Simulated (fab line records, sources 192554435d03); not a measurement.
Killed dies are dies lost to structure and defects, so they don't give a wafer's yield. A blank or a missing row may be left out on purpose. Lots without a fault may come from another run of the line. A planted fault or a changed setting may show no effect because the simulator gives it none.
Which tool did it? | flow n5_finfet | 24 lots, 72 wafers sampled, at 3 steps of a route of 1938

WHAT THE GAUGES READ, wafer by wafer
N5_BEOL_M1_OCD_MEAS_38.
lot  | measured     | on     | trench_depth_nm (nm)
L074 | day 6 05:21  | ocd-01 | 56.5 54.7 56.7
L075 | day 6 11:29  | ocd-02 | 54.5 56.9 54.8
L076 | day 6 15:19  | ocd-02 | 53.4 54.3 54.1
L077 | day 6 22:17  | ocd-02 | 55.8 54.0 54.7
L078 | day 7 07:45  | ocd-02 | 54.2 56.5 55.4
L079 | day 7 12:12  | ocd-01 | 55.0 56.1 56.2
L080 | day 8 02:13  | ocd-02 | 56.0 54.3 55.3
L081 | day 8 04:26  | ocd-01 | 54.8 55.0 55.0
L082 | day 8 07:50  | ocd-02 | 56.4 56.1 55.8
L083 | day 8 13:23  | ocd-02 | 54.4 55.5 55.2
L084 | day 9 00:32  | ocd-01 | 55.3 56.3 55.0
L085 | day 9 04:59  | ocd-02 | 54.7 54.4 55.1
L086 | day 9 12:28  | ocd-01 | 55.6 54.8 53.6
L087 | day 9 12:51  | ocd-01 | 54.7 55.0 54.5
L088 | day 10 00:12 | ocd-02 | 55.8 54.8 56.0
L089 | day 10 04:26 | ocd-01 | 54.8 54.0 53.9
L090 | day 10 09:44 | ocd-02 | 54.5 54.4 54.4
L091 | day 10 13:02 | ocd-02 | 55.7 53.9 54.9
L092 | day 10 18:52 | ocd-02 | 53.8 55.2 54.7
L093 | day 10 21:41 | ocd-02 | 56.3 55.6 56.5
L094 | day 11 09:47 | ocd-01 | 56.3 55.3 55.0
L095 | day 11 13:14 | ocd-02 | 54.8 55.4 55.4
L096 | day 11 19:29 | ocd-01 | 56.2 55.3 55.8
L097 | day 11 23:20 | ocd-01 | 54.1 55.2 54.6

WHICH TOOL RAN EACH LOT (tool, then ch and the chambers of the sampled wafers, then the start)
lot  | N5_BEOL_M1_ETCHBACK_99             | N5_BEOL_M1_STRIP_36
L074 | rie_diel-05 ch 2,3, day 6 04:58    | rie_diel-05 ch 2,3, day 6 05:10
L075 | rie_diel-05 ch 1,2,3, day 6 11:05  | rie_diel-05 ch 1,2,3, day 6 11:17
L076 | rie_diel-05 ch 0,1,3, day 6 14:56  | rie_diel-05 ch 0,1,3, day 6 15:07
L077 | rie_diel-05 ch 1,2,3, day 6 21:54  | rie_diel-05 ch 1,2,3, day 6 22:06
L078 | rie_diel-04 ch 0,1,2, day 7 07:21  | rie_diel-04 ch 0,1,2, day 7 07:33
L079 | rie_diel-04 ch 0,1, day 7 11:49    | rie_diel-04 ch 0,1, day 7 12:00
L080 | rie_diel-05 ch 0,1,2, day 8 01:49  | rie_diel-05 ch 0,1,2, day 8 02:01
L081 | rie_diel-01 ch 1,2,3, day 8 04:02  | rie_diel-01 ch 1,2,3, day 8 04:14
L082 | rie_diel-04 ch 0,2, day 8 07:27    | rie_diel-04 ch 0,2, day 8 07:39
L083 | rie_diel-01 ch 1,2, day 8 12:59    | rie_diel-01 ch 1,2, day 8 13:11
L084 | rie_diel-05 ch 1,2, day 9 00:08    | rie_diel-05 ch 1,2, day 9 00:20
L085 | rie_diel-05 ch 1,3, day 9 04:36    | rie_diel-05 ch 1,3, day 9 04:47
L086 | rie_diel-01 ch 0,2,3, day 9 12:04  | rie_diel-01 ch 0,2,3, day 9 12:16
L087 | rie_diel-01 ch 0,1,3, day 9 12:27  | rie_diel-01 ch 0,1,3, day 9 12:39
L088 | rie_diel-01 ch 0,1,3, day 9 23:49  | rie_diel-01 ch 0,1,3, day 10 00:01
L089 | rie_diel-01 ch 1,2, day 10 04:02   | rie_diel-01 ch 1,2, day 10 04:14
L090 | rie_diel-05 ch 0,3, day 10 09:20   | rie_diel-05 ch 0,3, day 10 09:32
L091 | rie_diel-01 ch 0,1,3, day 10 12:39 | rie_diel-01 ch 0,1,3, day 10 12:51
L092 | rie_diel-01 ch 2,3, day 10 18:28   | rie_diel-01 ch 2,3, day 10 18:40
L093 | rie_diel-04 ch 2,3, day 10 21:17   | rie_diel-04 ch 2,3, day 10 21:29
L094 | rie_diel-04 ch 2,3, day 11 09:23   | rie_diel-04 ch 2,3, day 11 09:35
L095 | rie_diel-04 ch 0,1,3, day 11 12:50 | rie_diel-04 ch 0,1,3, day 11 13:02
L096 | rie_diel-05 ch 1,2, day 11 19:05   | rie_diel-05 ch 1,2, day 11 19:17
L097 | rie_diel-04 ch 0,1, day 11 22:57   | rie_diel-04 ch 0,1, day 11 23:08
- N5_BEOL_M1_ETCHBACK_99: etches SiO2 in CHF3, target depth 5 nm, time 10.4 s.
- N5_BEOL_M1_STRIP_36: strips in N2/H2.

WHAT THE TOOLS THEMSELVES READ (means of the sampled wafers that have a number; where no wafer has one, the mark that the record gives instead)
N5_BEOL_M1_ETCHBACK_99.
lot  | tool        | drypump_motor_current_A (A) | oes_product_au (a.u.) | rf_vpp_V (V) | showerhead_plenum_p_Torr (Torr) | throttle_valve_pct (%)
L074 | rie_diel-05 | 5.5                         | 0.88                  | 238          | 2.16                            | 16.77
L075 | rie_diel-05 | 5.6                         | 0.82                  | 236          | 2.09                            | 16.97
L076 | rie_diel-05 | 5.7                         | 0.75                  | 240          | 2.04                            | 17.17
L077 | rie_diel-05 | 5.6                         | 0.81                  | 235          | 2.09                            | 16.98
L078 | rie_diel-04 | 6.2                         | 0.77                  | 240          | 2.19                            | 16.95
L079 | rie_diel-04 | 6.6                         | 0.79                  | 239          | 2.23                            | 17.15
L080 | rie_diel-05 | 5.8                         | 0.79                  | 239          | 2.08                            | 17.05
L081 | rie_diel-01 | 5.5                         | 0.71                  | 244          | 2.20                            | 17.17
L082 | rie_diel-04 | 6.2                         | 0.80                  | 242          | 2.24                            | 17.09
L083 | rie_diel-01 | 5.5                         | 0.70                  | 241          | 2.19                            | 17.21
L084 | rie_diel-05 | 5.6                         | 0.81                  | 233          | 2.07                            | 17.09
L085 | rie_diel-05 | 5.6                         | 0.76                  | 232          | 2.02                            | 17.22
L086 | rie_diel-01 | 5.4                         | 0.79                  | 245          | 2.22                            | 17.02
L087 | rie_diel-01 | 5.5                         | 0.80                  | 244          | 2.18                            | 16.99
L088 | rie_diel-01 | 5.4                         | 0.78                  | 244          | 2.18                            | 17.00
L089 | rie_diel-01 | 5.5                         | 0.69                  | 240          | 2.19                            | 17.23
L090 | rie_diel-05 | 5.9                         | 0.70                  | 245          | 2.04                            | 17.20
L091 | rie_diel-01 | 5.5                         | 0.78                  | 245          | 2.18                            | 17.00
L092 | rie_diel-01 | 5.5                         | 0.69                  | 244          | 2.22                            | 17.25
L093 | rie_diel-04 | 5.5                         | 0.78                  | 240          | 2.13                            | 16.77
L094 | rie_diel-04 | 5.5                         | 0.78                  | 240          | 2.13                            | 16.77
L095 | rie_diel-04 | 6.2                         | 0.78                  | 239          | 2.16                            | 17.06
L096 | rie_diel-05 | 5.6                         | 0.80                  | 232          | 2.06                            | 17.11
L097 | rie_diel-04 | 6.5                         | 0.73                  | 239          | 2.17                            | 17.09

N5_BEOL_M1_STRIP_36.
lot  | tool        | drypump_motor_current_A (A) | h2_flow_sccm (sccm) | oes_product_au (a.u.) | rf_vpp_V (V) | showerhead_plenum_p_Torr (Torr) | throttle_valve_pct (%)
L074 | rie_diel-05 | 5.6                         | 200.9               | 0.86                  | 59.3         | 2.55                            | 23.35
L075 | rie_diel-05 | 5.6                         | 200.5               | 0.82                  | 58.9         | 2.47                            | 23.46
L076 | rie_diel-05 | 5.8                         | 199.8               | 0.74                  | 58.8         | 2.40                            | 23.58
L077 | rie_diel-05 | 5.6                         | 199.8               | 0.82                  | 58.8         | 2.47                            | 23.46
L078 | rie_diel-04 | 6.3                         | 200.0               | 0.77                  | 58.1         | 2.58                            | 23.46
L079 | rie_diel-04 | 6.6                         | 199.8               | 0.79                  | 58.5         | 2.62                            | 23.68
L080 | rie_diel-05 | 5.7                         | 200.7               | 0.79                  | 58.4         | 2.45                            | 23.58
L081 | rie_diel-01 | 5.5                         | 199.8               | 0.71                  | 60.0         | 2.60                            | 23.84
L082 | rie_diel-04 | 6.2                         | 200.2               | 0.79                  | 59.6         | 2.63                            | 23.77
L083 | rie_diel-01 | 5.6                         | 200.0               | 0.71                  | 58.2         | 2.60                            | 23.97
L084 | rie_diel-05 | 5.7                         | 200.1               | 0.82                  | 58.3         | 2.43                            | 23.55
L085 | rie_diel-05 | 5.7                         | 200.6               | 0.76                  | 57.1         | 2.37                            | 23.61
L086 | rie_diel-01 | 5.4                         | 200.5               | 0.79                  | 59.0         | 2.61                            | 23.67
L087 | rie_diel-01 | 5.5                         | 199.3               | 0.79                  | 58.8         | 2.58                            | 23.66
L088 | rie_diel-01 | 5.5                         | 200.0               | 0.79                  | 59.2         | 2.58                            | 23.65
L089 | rie_diel-01 | 5.5                         | 200.2               | 0.70                  | 59.8         | 2.59                            | 23.98
L090 | rie_diel-05 | 5.9                         | 200.0               | 0.70                  | 58.5         | 2.41                            | 23.66
L091 | rie_diel-01 | 5.5                         | 200.3               | 0.79                  | 58.6         | 2.58                            | 23.66
L092 | rie_diel-01 | 5.5                         | 199.9               | 0.69                  | 58.6         | 2.62                            | 23.87
L093 | rie_diel-04 | 5.5                         | 200.0               | 0.78                  | 60.2         | 2.53                            | 23.47
L094 | rie_diel-04 | 5.5                         | 200.0               | 0.76                  | 59.5         | 2.53                            | 23.49
L095 | rie_diel-04 | 6.2                         | 199.4               | 0.78                  | 58.6         | 2.55                            | 23.63
L096 | rie_diel-05 | 5.6                         | 199.5               | 0.81                  | 58.9         | 2.42                            | 23.56
L097 | rie_diel-04 | 6.5                         | 199.9               | 0.72                  | 59.5         | 2.55                            | 23.42

THE ANSWER, worked out from the rows above alone
Rule: what is usual is taken from the lots themselves. Put in order of their means at a reading, lots are off if they are a third of the lots or fewer, leave a main group of 4 or more, and stand apart from it by a gap of 3 or more times the standard deviation of the main group's means; of several such gaps the widest counts. A main group whose means are all the same, to the digits that the tables above print for the reading, isn't used. A lot without any number at a reading at which 4 lots or more have one is off too. The other lots that the step has rows for count as sound. The gauges are gone through in route order, then the tools' own readings, and for those a lot's mean is taken as printed above. The first step at which some lot is off is used, and at that step the reading that is off furthest; a lot without a number counts as furthest.
No lot is off at any reading shown: from this, nothing can be told.

WHAT THE SIMULATOR HAD PUT IN
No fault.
